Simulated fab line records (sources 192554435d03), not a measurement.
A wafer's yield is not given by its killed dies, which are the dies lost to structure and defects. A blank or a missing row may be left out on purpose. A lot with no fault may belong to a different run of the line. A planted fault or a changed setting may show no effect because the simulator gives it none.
Split-lot experiment || flow n5Finfet || on a route of 1938 steps: 7 lots, 21 wafers read

## THE SPLIT
At N5_MOL_CONTACT_COAG_COAT_76 (time 60 s, resist thk 10 nm), the setting spinRpm was moved away from the recipe's 1500 rpm on 7 of the 21 wafers read, by -10.3% to +8.1%. For the rest of the wafers, this setting stayed at what the recipe calls for.

## FROM THE SPLIT TO THE READING: what the file shows between them, 7 steps
- N5_MOL_CONTACT_COAG_COAT_77: time 60 s, resist thk 10 nm
- N5_MOL_CONTACT_COAG_COAT_78: resist thk 40 nm
- N5_MOL_CONTACT_COAG_DESCUM_88: chemistry O2, time 7 s
- N5_MOL_CONTACT_COAG_ETCH_89: etches underlayer in N2/H2, target depth 13 nm, time 10.4 s
- N5_MOL_CONTACT_COAG_ETCH_90: etches SiARC in CF4, target depth 13 nm, time 21.7 s
- N5_MOL_CONTACT_COAG_ALD_131: deposits SiO2, target thk 5 nm, pulse time 1 s, co reactant pulse time 1 s
- N5_MOL_CONTACT_COAG_ETCHBACK_132: etches SiO2 in CHF3, target depth 10 nm, time 6.7 s

## THE READING
SiARC_of_MOL_CONTACT_COAG_COAT_76.thkNm (the simulator's own value, which no gauge read), in nm, at N5_MOL_CONTACT_COAG_ETCH_91 (etches SOC in N2/H2, target depth 60 nm, overetch 21 nm, time 101.2 s). No usual value for it is given in the file. The 14 wafers here that ran the recipe average 5.8 nm, standard deviation 0.082 nm.

{"wafer": "L074.4", "tool, chamber at the split": "lithoTrack-02, 0", "spinRpm as run, rpm": 1500, "against the recipe": "recipe", "SiARC_of_MOL_CONTACT_COAG_COAT_76.thkNm, nm": 6, "against lot-mates on the recipe": "-"}
{"wafer": "L074.5", "tool, chamber at the split": "lithoTrack-02, 0", "spinRpm as run, rpm": 1450, "against the recipe": "-3.3%", "SiARC_of_MOL_CONTACT_COAG_COAT_76.thkNm, nm": 6.2, "against lot-mates on the recipe": "+0.2"}
{"wafer": "L074.6", "tool, chamber at the split": "lithoTrack-02, 0", "spinRpm as run, rpm": 1500, "against the recipe": "recipe", "SiARC_of_MOL_CONTACT_COAG_COAT_76.thkNm, nm": 6, "against lot-mates on the recipe": "-"}
{"wafer": "L075.2", "tool, chamber at the split": "lithoTrack-05, 0", "spinRpm as run, rpm": 1500, "against the recipe": "recipe", "SiARC_of_MOL_CONTACT_COAG_COAT_76.thkNm, nm": 5.8, "against lot-mates on the recipe": "-"}
{"wafer": "L075.3", "tool, chamber at the split": "lithoTrack-05, 0", "spinRpm as run, rpm": 1375, "against the recipe": "-8.3%", "SiARC_of_MOL_CONTACT_COAG_COAT_76.thkNm, nm": 6.2, "against lot-mates on the recipe": "+0.4"}
{"wafer": "L075.6", "tool, chamber at the split": "lithoTrack-05, 0", "spinRpm as run, rpm": 1375, "against the recipe": "-8.3%", "SiARC_of_MOL_CONTACT_COAG_COAT_76.thkNm, nm": 6.2, "against lot-mates on the recipe": "+0.4"}
{"wafer": "L078.2", "tool, chamber at the split": "lithoTrack-05, 0", "spinRpm as run, rpm": 1402, "against the recipe": "-6.5%", "SiARC_of_MOL_CONTACT_COAG_COAT_76.thkNm, nm": 6.2, "against lot-mates on the recipe": "+0.4"}
{"wafer": "L078.4", "tool, chamber at the split": "lithoTrack-05, 0", "spinRpm as run, rpm": 1500, "against the recipe": "recipe", "SiARC_of_MOL_CONTACT_COAG_COAT_76.thkNm, nm": 5.8, "against lot-mates on the recipe": "-"}
{"wafer": "L078.6", "tool, chamber at the split": "lithoTrack-05, 0", "spinRpm as run, rpm": 1500, "against the recipe": "recipe", "SiARC_of_MOL_CONTACT_COAG_COAT_76.thkNm, nm": 5.8, "against lot-mates on the recipe": "-"}
{"wafer": "L080.1", "tool, chamber at the split": "lithoTrack-02, 0", "spinRpm as run, rpm": 1439, "against the recipe": "-4.1%", "SiARC_of_MOL_CONTACT_COAG_COAT_76.thkNm, nm": 6, "against lot-mates on the recipe": "+0.2"}
{"wafer": "L080.4", "tool, chamber at the split": "lithoTrack-02, 0", "spinRpm as run, rpm": 1500, "against the recipe": "recipe", "SiARC_of_MOL_CONTACT_COAG_COAT_76.thkNm, nm": 5.8, "against lot-mates on the recipe": "-"}
{"wafer": "L080.5", "tool, chamber at the split": "lithoTrack-02, 0", "spinRpm as run, rpm": 1500, "against the recipe": "recipe", "SiARC_of_MOL_CONTACT_COAG_COAT_76.thkNm, nm": 5.8, "against lot-mates on the recipe": "-"}
{"wafer": "L084.3", "tool, chamber at the split": "lithoTrack-03, 0", "spinRpm as run, rpm": 1500, "against the recipe": "recipe", "SiARC_of_MOL_CONTACT_COAG_COAT_76.thkNm, nm": 5.8, "against lot-mates on the recipe": "-"}
{"wafer": "L084.4", "tool, chamber at the split": "lithoTrack-03, 0", "spinRpm as run, rpm": 1500, "against the recipe": "recipe", "SiARC_of_MOL_CONTACT_COAG_COAT_76.thkNm, nm": 5.8, "against lot-mates on the recipe": "-"}
{"wafer": "L084.5", "tool, chamber at the split": "lithoTrack-03, 0", "spinRpm as run, rpm": 1500, "against the recipe": "recipe", "SiARC_of_MOL_CONTACT_COAG_COAT_76.thkNm, nm": 5.8, "against lot-mates on the recipe": "-"}
{"wafer": "L088.1", "tool, chamber at the split": "lithoTrack-05, 0", "spinRpm as run, rpm": 1500, "against the recipe": "recipe", "SiARC_of_MOL_CONTACT_COAG_COAT_76.thkNm, nm": 5.8, "against lot-mates on the recipe": "-"}
{"wafer": "L088.3", "tool, chamber at the split": "lithoTrack-05, 0", "spinRpm as run, rpm": 1500, "against the recipe": "recipe", "SiARC_of_MOL_CONTACT_COAG_COAT_76.thkNm, nm": 6, "against lot-mates on the recipe": "-"}
{"wafer": "L088.4", "tool, chamber at the split": "lithoTrack-05, 0", "spinRpm as run, rpm": 1346, "against the recipe": "-10.3%", "SiARC_of_MOL_CONTACT_COAG_COAT_76.thkNm, nm": 6.4, "against lot-mates on the recipe": "+0.5"}
{"wafer": "L096.1", "tool, chamber at the split": "lithoTrack-05, 0", "spinRpm as run, rpm": 1500, "against the recipe": "recipe", "SiARC_of_MOL_CONTACT_COAG_COAT_76.thkNm, nm": 5.8, "against lot-mates on the recipe": "-"}
{"wafer": "L096.2", "tool, chamber at the split": "lithoTrack-05, 0", "spinRpm as run, rpm": 1500, "against the recipe": "recipe", "SiARC_of_MOL_CONTACT_COAG_COAT_76.thkNm, nm": 5.8, "against lot-mates on the recipe": "-"}
{"wafer": "L096.6", "tool, chamber at the split": "lithoTrack-05, 0", "spinRpm as run, rpm": 1621, "against the recipe": "+8.1%", "SiARC_of_MOL_CONTACT_COAG_COAT_76.thkNm, nm": 5.4, "against lot-mates on the recipe": -0.4}

FIT RESULTS
A straight line over all 21 wafers: SiARC_of_MOL_CONTACT_COAG_COAT_76.thkNm changes by -0.051 nm for each +1% of spinRpm; r = -0.93; the points scatter about the line by 0.087 nm.
The same after taking each lot's own level away (the mean of its wafers on the recipe; 21 wafers): -0.0501 nm for each +1%; r = -0.98; scatter 0.038 nm.
That fit puts the effect of the largest move of spinRpm on the reading at 0.51 nm.
Across the lots, their own levels run from 5.80 to 6.00 nm, a range of 2.4 times the standard deviation given above.
Consequently the slope shifts little with the lot-to-lot level, the two slopes agreeing.
Check: with one of the wafers moved furthest among these (-10.3%) left out of the fit, the line predicts +0.524 nm for it against its lot-mates. It came out at +0.5 nm against them.

## ADDITIONAL SPLITS CARRIED BY THESE WAFERS
These wafers also went through other splits before the reading. Each is held against what the fit with the lots' levels taken away leaves over:
{"other split on the same wafers": "N5_SDB_COAT_04 timeS", "wafers away from the commonest value": 10, "r with SiARC_of_MOL_CONTACT_COAG_COAT_76.thkNm (lot level and that fit taken away)": -0.24}
{"other split on the same wafers": "N5_HKMG_FIN_ETCH_31 biasW", "wafers away from the commonest value": 7, "r with SiARC_of_MOL_CONTACT_COAG_COAT_76.thkNm (lot level and that fit taken away)": -0.21}
{"other split on the same wafers": "N5_HKMG_FIN_COAT_85 spinRpm", "wafers away from the commonest value": 8, "r with SiARC_of_MOL_CONTACT_COAG_COAT_76.thkNm (lot level and that fit taken away)": "+0.41"}
{"other split on the same wafers": "N5_MOL_CONTACT_COAG_COAT_75 spinRpm", "wafers away from the commonest value": 8, "r with SiARC_of_MOL_CONTACT_COAG_COAT_76.thkNm (lot level and that fit taken away)": "+0.00"}

## THE WHOLE CHAIN: every reading that the file lists as answering this split, in the file's order
{"step": "N5_MOL_CONTACT_COAG_COAT_76", "what it does": "time 60 s, resist thk 10 nm", "reading": "SiARC_of_MOL_CONTACT_COAG_COAT_76.thkNm (the simulator's own value, which no gauge read)", "change (the file's fit)": "-0.0531 nm for each +1% of the setting", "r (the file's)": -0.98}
{"step": "N5_MOL_CONTACT_COAG_ETCH_90", "what it does": "etches SiARC in CF4, target depth 13 nm, time 21.7 s", "reading": "etchRfOnTimeS", "change (the file's fit)": "withheld for each +1% of the setting", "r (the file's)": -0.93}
{"step": "N5_MOL_CONTACT_COAG_ETCH_90", "what it does": "etches SiARC in CF4, target depth 13 nm, time 21.7 s", "reading": "etch.depthNm (the simulator's own value, which no gauge read)", "change (the file's fit)": "-0.0503 nm for each +1% of the setting", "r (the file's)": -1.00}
{"step": "N5_MOL_CONTACT_COAG_ETCH_91", "what it does": "etches SOC in N2/H2, target depth 60 nm, overetch 21 nm, time 101.2 s", "reading": "SiARC_of_MOL_CONTACT_COAG_COAT_76.thkNm (the simulator's own value, which no gauge read)", "change (the file's fit)": "-0.0509 nm for each +1% of the setting", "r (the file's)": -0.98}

## FILE'S OWN FIT
SiARC_of_MOL_CONTACT_COAG_COAT_76.thkNm changes by -0.0509 nm for each +1% of spinRpm, r = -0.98.
